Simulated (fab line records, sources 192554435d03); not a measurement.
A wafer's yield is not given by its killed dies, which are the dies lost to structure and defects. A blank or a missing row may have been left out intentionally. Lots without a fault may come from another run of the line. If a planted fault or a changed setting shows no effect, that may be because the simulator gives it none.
Matching of chambers    flow n5-finfet    rie-diel-01 running N5_MOL_CONTACT_COAG_ETCH_59: 4 sister chambers
The step etches underlayer in N2/H2, target depth 13 nm, time 10.4 s. 18 wafers are shown with their chamber, then 9 later ones without.

EACH WAFER AND ITS CHAMBER
wafer   chamber  throttle-valve-pct (%)  drypump-motor-current-A (A)  rf-vpp-V (V)
L075.1  3        17.76                   5.5                          523.0
L075.2  2        17.93                   5.8                          523.4
L075.3  0        17.94                   5.5                          525.5
L075.4  2        17.95                   5.8                          523.5
L075.5  0        17.95                   5.5                          527.7
L075.6  3        17.77                   5.5                          524.5
L076.4  3        17.76                   5.5                          524.4
L076.5  0        17.95                   5.6                          527.7
L076.6  2        17.93                   5.8                          524.2
L077.2  1        18.36                   5.3                          521.0
L077.5  3        17.77                   5.5                          523.5
L077.6  2        17.93                   5.8                          523.2
L080.1  1        18.38                   5.3                          521.2
L080.2  3        17.77                   5.5                          524.3
L080.3  0        17.96                   5.5                          527.0
L080.4  2        17.95                   5.8                          523.7
L080.5  2        17.95                   5.8                          523.6
L080.6  1        18.37                   5.3                          520.4

SIGNATURES, as means of the wafers listed above
reading                  chamber 0  chamber 1  chamber 2  chamber 3  scatter within a chamber
throttle-valve-pct       17.9500    18.3700    17.9400    17.7660    0.00894
drypump-motor-current-A  5.525      5.300      5.800      5.500      0.0231
rf-vpp-V                 526.975    520.867    523.600    523.940    0.648
Rule: for a wafer and a chamber, the distance is found by dividing, reading by reading, the gap between the wafer's reading and the chamber's mean by the reading's scatter, squaring, summing and taking the root. The wafer belongs to the nearest chamber; if the next one is less than 2 further off, it can't be placed. How the scatter is found: for the shown wafers, subtract from each reading the mean of its chamber, square and add these, divide the total by (wafers less chambers), then take the root.

WAFERS WITHOUT THEIR CHAMBER
wafer   throttle-valve-pct (%)  drypump-motor-current-A (A)  rf-vpp-V (V)
L081.1  18.37                   5.3                          519.7
L081.4  17.95                   5.8                          522.8
L081.5  18.37                   5.3                          520.6
L089.2  17.82                   5.5                          524.5
L089.5  17.98                   5.8                          523.0
L089.6  18.38                   5.4                          520.9
L090.1  17.99                   5.5                          526.2
L090.3  17.98                   5.8                          523.3
L090.4  18.39                   5.3                          520.6

EACH ONE'S CHAMBER
wafer   from the rows above  in truth
L081.1  1                    1
L081.4  2                    2
L081.5  1                    1
L089.2  3                    3
L089.5  2                    2
L089.6  1                    1
L090.1  0                    0
L090.3  2                    2
L090.4  1                    1
Placed correctly: 9 of 9. Can't be placed from these rows: 0. Placed wrongly: 0.
